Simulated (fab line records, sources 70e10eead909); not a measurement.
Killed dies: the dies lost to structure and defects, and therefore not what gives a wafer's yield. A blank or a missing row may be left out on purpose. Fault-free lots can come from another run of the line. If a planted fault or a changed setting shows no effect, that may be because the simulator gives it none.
A struck lot beside a sound one -- flow nandHarc -- 15 steps out of a route of 1302
Sound: these wafers, L748.2, L748.3, L748.5. Wafers struck: L745.4, L745.6. Last of all comes the cause.
Order at every step that has rows: each side's tool, ch and its chambers, its first start. Under that, the readings that differ: sound wafers -- struck wafers -- difference of the means -- sigmas: that difference in standard deviations of wafers without a fault.
alike: readings whose means differ by less than 2 such deviations, and words and numbers that are the same on both sides. not compared: withheld readings, readings that some wafer has no value for, bounds like >300 that may hide the same value, and numbers for which the record gives no deviation and whose values overlap.
A row with sigmas, a row that says differs or no value, or rows on one side alone: a step with any of these is where the two part. Numbers that have no deviation but don't overlap get no sigmas and don't part them. A reading that every wafer of one side lacks parts them only if that side has two wafers or more.

NHARC_A_ONON_D2_THK_MEAS_02: measures by ellipsometry.
  sound on filmMetro-01 at day 21 04:55; struck on filmMetro-01 at day 19 21:11
  alike: thkNm
then, no rows for these wafers at 1 step: NHARC_A_ONON_D2_DEP_03 (target thk 1000 nm).
NHARC_A_ONON_D2_THK_MEAS_05: measures by ellipsometry.
  sound on filmMetro-02 at day 21 05:28; struck on filmMetro-02 at day 19 21:44
  alike: thkNm
then, no rows for these wafers at 1 step: NHARC_A_ONON_D2_DEP_06 (target thk 1000 nm).
NHARC_A_ONON_D2_THK_MEAS_08: measures by ellipsometry.
  sound on filmMetro-01 at day 21 06:03; struck on filmMetro-01 at day 19 22:19
  alike: thkNm
then, no rows for these wafers at 1 step: NHARC_A_ONON_D2_DEP_09 (target thk 1000 nm).
NHARC_A_ONON_D2_THK_MEAS_11: measures by ellipsometry.
  sound on filmMetro-02 at day 21 06:37; struck on filmMetro-02 at day 19 22:52
reading,sound,struck,difference,sigmas
thkNm (nm),993 992 993,1013 1015,+21,+3
then, no rows for these wafers at 1 step: NHARC_A_ONON_D2_DEP_12 (target thk 1000 nm).
NHARC_A_ONON_D2_THK_MEAS_14: measures by ellipsometry.
  sound on filmMetro-01 at day 21 07:10; struck on filmMetro-02 at day 19 23:26
  alike: thkNm
then, 2 steps without rows for these wafers: NHARC_A_ONON_D2_ANNEAL_15 (time 3600 s); NHARC_A_ONON_D2_DEP_16 (target thk 1000 nm).
NHARC_A_ONON_D2_THK_MEAS_18: measures by ellipsometry.
  sound on filmMetro-01 at day 21 14:32; struck on filmMetro-02 at day 20 07:28
  alike: thkNm
NHARC_A_ONON_D2_DEP_19: target thk 1000 nm.
  sound on pecvdOnon-02 ch 0, day 21 14:39; struck on pecvdOnon-01 ch 0, day 20 07:41
  alike: n2FlowSccm
NHARC_A_ONON_D2_THK_MEAS_21: measures by ellipsometry.
  sound on filmMetro-01 at day 21 15:06; struck on filmMetro-02 at day 20 08:02
reading,sound,struck,difference,sigmas
thkNm (nm),995 993 993,1105 1105,+111,+10
then, no rows for these wafers at 1 step: NHARC_A_ONON_D2_DEP_22 (target thk 1000 nm).

== WHERE THEY PART ==
Last at NHARC_A_ONON_D2_THK_MEAS_21 as far as this record goes, first at NHARC_A_ONON_D2_THK_MEAS_11.

WHY: what the simulator had put in
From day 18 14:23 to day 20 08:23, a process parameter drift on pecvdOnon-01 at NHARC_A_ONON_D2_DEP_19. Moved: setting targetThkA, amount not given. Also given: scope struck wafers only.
